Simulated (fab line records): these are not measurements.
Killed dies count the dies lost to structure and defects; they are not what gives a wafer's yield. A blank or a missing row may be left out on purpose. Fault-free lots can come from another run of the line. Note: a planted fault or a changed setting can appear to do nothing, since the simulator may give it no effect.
Chamber matching    flow nandHarc    4 sister chambers for NHARC_A_WL_FILL_STRIP_29 on rieDiel-12
The step strips in O2, time 20 s. 16 wafers are shown with their chamber, then 8 later ones without.

WAFERS WITH THEIR CHAMBER
wafer   chamber  drypumpMotorCurrentA (A)  oesProductAu (a.u.)  rfVppV (V)
L075.1  1        5.7                       1.017                57.6
L075.4  0        5.3                       0.996                57.4
L075.5  2        5.0                       1.003                58.2
L081.1  3        5.8                       0.995                58.2
L081.4  1        5.7                       1.005                57.9
L081.5  0        5.3                       0.994                56.9
L084.1  3        5.7                       0.986                58.5
L084.4  2        5.0                       1.011                58.7
L084.5  2        5.0                       1.003                57.7
L085.2  1        5.7                       1.021                58.0
L085.3  0        5.3                       0.988                57.7
L085.6  2        5.0                       0.997                56.3
L090.2  1        5.7                       1.014                58.0
L090.4  3        5.7                       0.990                58.9
L090.5  0        5.3                       0.990                57.7
L092.2  0        5.3                       0.996                59.1

SIGNATURES, as means of the wafers listed above
reading               chamber 0  chamber 1  chamber 2  chamber 3  scatter within a chamber
drypumpMotorCurrentA  5.300      5.700      5.000      5.733      0.0236
oesProductAu          0.99280    1.01425    1.00350    0.99033    0.00525
rfVppV                57.760     57.875     57.725     58.533     0.721
Rule: a wafer lies at a distance from a chamber equal to the root of the sum of squares, over the readings, of (its reading less the chamber's mean, divided by the reading's scatter). If the next closest chamber is less than 2 further off than the closest, the wafer can't be placed; otherwise it belongs to the closest. The scatter: the root of (the sum of the squares of (reading less its chamber's mean) over the shown wafers, divided by (wafers less chambers)).

WAFERS MISSING THEIR CHAMBER
wafer   drypumpMotorCurrentA (A)  oesProductAu (a.u.)  rfVppV (V)
L092.4  5.0                       0.999                59.5
L092.6  5.3                       0.985                58.5
L095.1  5.3                       1.005                57.0
L095.2  5.7                       1.015                57.7
L095.6  5.7                       0.993                58.0
L096.1  5.7                       1.024                57.4
L096.4  5.3                       1.001                58.0
L096.6  5.7                       0.987                58.6

EACH ONE'S CHAMBER
wafer   from the rows above  in truth
L092.4  2                    2
L092.6  0                    0
L095.1  0                    0
L095.2  1                    1
L095.6  3                    3
L096.1  1                    1
L096.4  0                    0
L096.6  3                    3
8 of 8 placed correctly. From these rows, 0 cannot be placed. Number placed wrongly: 0.
